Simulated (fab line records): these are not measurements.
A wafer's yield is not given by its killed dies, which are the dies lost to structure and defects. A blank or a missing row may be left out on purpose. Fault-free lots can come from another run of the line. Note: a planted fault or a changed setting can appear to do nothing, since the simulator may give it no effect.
Chamber matching / flow n5-finfet / N5_BEOL_M1_ETCH_70 on rie-diel-02: 4 sister chambers
The step etches SOC in N2/H2, target depth 80 nm, overetch 16 nm, time 120 s. 4 wafers are shown with their chamber, then 11 later ones without.

WAFERS WITH THEIR CHAMBER
wafer=L092.4; chamber=2; drypump-motor-current-A (A)=5.6
wafer=L093.3; chamber=1; drypump-motor-current-A (A)=4.9
wafer=L093.6; chamber=0; drypump-motor-current-A (A)=5.4
wafer=L094.1; chamber=3; drypump-motor-current-A (A)=5.2

WAFERS MISSING THEIR CHAMBER
wafer=L094.5; drypump-motor-current-A (A)=5.4
wafer=L094.6; drypump-motor-current-A (A)=4.9
wafer=L095.2; drypump-motor-current-A (A)=5.4
wafer=L095.4; drypump-motor-current-A (A)=5.1
wafer=L095.6; drypump-motor-current-A (A)=4.9
wafer=L096.1; drypump-motor-current-A (A)=5.3
wafer=L096.5; drypump-motor-current-A (A)=5.2
wafer=L096.6; drypump-motor-current-A (A)=5.6
wafer=L097.1; drypump-motor-current-A (A)=5.3
wafer=L097.2; drypump-motor-current-A (A)=4.9
wafer=L097.3; drypump-motor-current-A (A)=5.6

EACH ONE'S CHAMBER
wafer=L094.5; from the rows above=0; in truth=0
wafer=L094.6; from the rows above=1; in truth=1
wafer=L095.2; from the rows above=0; in truth=0
wafer=L095.4; from the rows above=can't be placed: 3 or 1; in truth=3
wafer=L095.6; from the rows above=1; in truth=1
wafer=L096.1; from the rows above=can't be placed: 3 or 0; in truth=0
wafer=L096.5; from the rows above=3; in truth=3
wafer=L096.6; from the rows above=2; in truth=2
wafer=L097.1; from the rows above=can't be placed: 3 or 0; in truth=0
wafer=L097.2; from the rows above=1; in truth=1
wafer=L097.3; from the rows above=2; in truth=2
Correctly placed: 8 of 11. From these rows, 3 cannot be placed; in 3 the true chamber is one of the candidates. Number placed wrongly: 0.
How it was worked out, from the rows above alone: a wafer's distance from a chamber is the root of the sum, over the readings, of the square of ((its reading less the chamber's mean) divided by the reading's scatter). If the next closest chamber is less than 2 further off than the closest, the wafer can't be placed; otherwise it belongs to the closest. Each chamber's mean is taken over the wafers shown for it. The scatter: with one shown wafer a chamber, the root of the mean of the squares of how far each hidden wafer lies from its nearest shown one.
